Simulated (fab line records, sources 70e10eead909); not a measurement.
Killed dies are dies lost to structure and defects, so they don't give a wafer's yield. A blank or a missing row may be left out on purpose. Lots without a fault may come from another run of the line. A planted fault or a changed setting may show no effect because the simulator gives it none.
Problem report in the 8D (eight disciplines) form, filled by code | flow nand_harc | the parts of the form that need people (team, actions taken, sign-off) are left out

1. THE PROBLEM
killed_at_array at NHARC_END_SORT_01 reads a mean of 118 on 6 wafers of 2 lots; wafers without a fault read 27 with a standard deviation of 12. That is +7.6 standard deviations from the usual mean.
First seen on wafer L474.1, day 24 11:00, on prober-01. The record holds 6 wafers of 2 lots with a number at this step. Rule for "out", or "out of limits": more than 4 standard deviations from the usual mean. The other wafers with a number count as sound.

2. WHAT IT IS AND WHAT IT IS NOT
question                    | is                           | is not
which readings at this step | killed_at_array, killed_dies | killed_at_other, killed_at_periphery, killed_open, killed_short
which lots                  | L471, L474                   | -
which wafers of those lots  | all that have a number       | -
read on which gauges        | prober-01, prober-02         | -
when                        | from day 24 11:00            | up to then (0 sound wafers)

3. SUSPECTS, AND WHAT RULES EACH OUT
Counting: a tool at a process step up to the reading stays a suspect if it ran every lot that is out and no sound lot after the first of them.
- the gauge at NHARC_END_SORT_01: ruled out. The wafers that are out were read on 2 gauges (prober-01, prober-02).
- ald_sin_batch-01 at NHARC_A_CHANNEL_FILL_D1_ALD_03 (deposits SiNx, target thk 6 nm, pulse time 60 s, ald cycles 58): kept. It ran every lot that is out, first L471 (day 13 03:11), and no sound lot after that.
Left after counting: ald_sin_batch-01 at NHARC_A_CHANNEL_FILL_D1_ALD_03.

4. THE CAUSE (what the simulator had put in)
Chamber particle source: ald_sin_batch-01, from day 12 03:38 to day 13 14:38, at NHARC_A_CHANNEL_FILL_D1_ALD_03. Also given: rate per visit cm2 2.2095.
Counting left only this tool.

5. THE CHAIN OF EFFECTS, in route order
Each row: a reading whose mean over the struck wafers that have a number lies more than 3 standard deviations from the usual. Only readings for which the record gives a usual standard deviation are gone through. hours: the time from each lot's start at the first step in this table that gives one to its start at this step, as a median over the lots. sigmas: the change in usual standard deviations.
hours | step              | reading         | usual | on struck wafers | change | sigmas
0     | NHARC_END_SORT_01 | killed_at_array | 27    | 118              | +91    | +7.6
0     | NHARC_END_SORT_01 | killed_dies     | 31    | 120              | +90    | +7.5

6. WHAT WOULD HAVE CAUGHT IT SOONER
In this record the first reading out of limits at a measuring or inspecting step was taken at day 24 11:00, 295 hours after the fault began at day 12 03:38.
Of the tool readings at NHARC_A_CHANNEL_FILL_D1_ALD_03 for which the record gives a usual standard deviation, none was out on any struck wafer, so an alarm limit of 4 standard deviations on them would not have fired.
All the lots that are out (2) had begun NHARC_A_CHANNEL_FILL_D1_ALD_03 on ald_sin_batch-01 by day 24 11:00. A hold on the tool at that time would have spared none of them.
